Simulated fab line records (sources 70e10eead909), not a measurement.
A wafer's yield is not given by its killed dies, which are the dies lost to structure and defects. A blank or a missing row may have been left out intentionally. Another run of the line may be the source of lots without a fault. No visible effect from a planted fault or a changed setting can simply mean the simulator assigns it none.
Struck lot and sound lot, side by side | flow nandHarc | 17 steps out of a route of 1302
Sound: these wafers, L955.1, L955.4, L955.6. The struck wafers were L966.3, L966.5, L966.6. The cause is named last.
Per side, at each step with rows, come the tool, then ch with its chambers, and then its first start. Under that, the readings that differ: sound wafers | struck wafers | difference of the means | sigmas: that difference in standard deviations of wafers without a fault.
alike: a reading whose means differ by less than 2 such deviations, as well as words and numbers matching on both sides. not compared: withheld readings; readings where some wafer has no value; bounds like >300 that might hide an equal value; numbers whose values overlap and for which the record gives no deviation.
A row with sigmas, a row that says differs or no value, or rows on one side alone: a step with any of these is where the two part. Numbers that don't overlap but have no deviation are shown without sigmas and don't part them. Lack of a reading on every wafer of one side parts them only where that side has two or more wafers.

NHARC_P_ZERO_WELL_CD_MEAS_11: the cd target is 500 nm.
  sound on cdSem-01 ch 0, day 2 17:07; struck on cdSem-02 ch 0, day 7 07:15
reading   | sound             | struck            | difference | sigmas
cdNm (nm) | 502.0 504.8 502.6 | 495.9 499.5 499.2 | -4.9       | -2
then, 1 step without rows for these wafers: NHARC_P_ZERO_WELL_HARDBAKE_12 (time 65 s).
NHARC_P_ZERO_WELL_DESCUM_13: chemistry O2, time 3 s.
  sound on rieDiel-08 ch 0,1, day 2 17:16; struck on rieDiel-04 ch 0,3, day 7 07:24
  alike: drypumpMotorCurrentA, oesProductAu, rfVppV, showerheadPlenumPTorr, throttleValvePct
  not compared: rfHoursCounterH
NHARC_P_ZERO_WELL_ETCH_65: etches the open film in N2/H2, target depth 80 nm, overetch 24 nm, time 87.88 s.
  sound on rieDiel-08 ch 1,2,3, day 2 17:21; struck on rieDiel-04 ch 0,1,3, day 7 07:31
  alike: drypumpMotorCurrentA, oesProductAu, rfFwdPowerW, rfVppV, showerheadPlenumPTorr, throttleValvePct
  not compared: rfHoursCounterH
NHARC_P_ZERO_WELL_ETCH_62: etches the open film in CHF3/Ar, target depth 13 nm, time 6.5 s.
  sound on rieDiel-08 ch 0,1,3; struck on rieDiel-04 ch 1,2,3
  alike: drypumpMotorCurrentA, oesProductAu, rfFwdPowerW, rfVppV, showerheadPlenumPTorr, throttleValvePct
  not compared: rfHoursCounterH
NHARC_P_ZERO_WELL_ETCH_63: etches the open film in HBr/Cl2, target depth 120 nm, time 40.1 s.
  sound on rieSi-02 ch 0,2,3, day 2 17:32; struck on rieSi-06 ch 0,3, day 7 07:40
  alike: drypumpMotorCurrentA, heBacksideLeakSccm, oesProductAu, rfFwdPowerW, throttleValvePct
  not compared: rfHoursCounterH
then, 6 steps without rows for these wafers: NHARC_P_ZERO_WELL_STRIP_15 (strips in SPM, time 900 s); NHARC_P_ZERO_WELL_DEHYDRATE_16 (time 120 s); NHARC_P_ZERO_WELL_HMDS_17 (time 30 s); NHARC_P_ZERO_WELL_COAT_18; NHARC_P_ZERO_WELL_SOFTBAKE_19 (time 95 s); NHARC_P_ZERO_WELL_EBR_20.
NHARC_P_ZERO_WELL_EXPOSE_21: exposes mask P NWELL, target cd 720 nm.
  sound on krfScanner-04 ch 0, day 2 18:17; struck on krfScanner-04 ch 0, day 7 08:26
reading | sound                         | struck                        | difference | sigmas
mask    | P_NWELL#0 P_NWELL#0 P_NWELL#0 | P_PWELL#0 P_PWELL#0 P_PWELL#0 | differs    | 
then, 2 steps without rows for these wafers: NHARC_P_ZERO_WELL_PEB_22 (peb time 85 s); NHARC_P_ZERO_WELL_DEVELOP_23 (time 70 s).
NHARC_P_ZERO_WELL_CD_MEAS_24: the cd target is 720 nm.
  sound on cdSem-01 ch 0, day 2 18:27; struck on cdSem-01 ch 0, day 7 08:35
reading   | sound             | struck | difference                    | sigmas
cdNm (nm) | 719.9 720.8 721.6 | - - -  | no value on the struck wafers | 
then, 1 step without rows for these wafers: NHARC_P_ZERO_WELL_HARDBAKE_25 (time 80 s).

WHERE THEY PART
Earliest at NHARC_P_ZERO_WELL_CD_MEAS_11; latest, in this record, at NHARC_P_ZERO_WELL_CD_MEAS_24.

WHY: what had been put in by the simulator
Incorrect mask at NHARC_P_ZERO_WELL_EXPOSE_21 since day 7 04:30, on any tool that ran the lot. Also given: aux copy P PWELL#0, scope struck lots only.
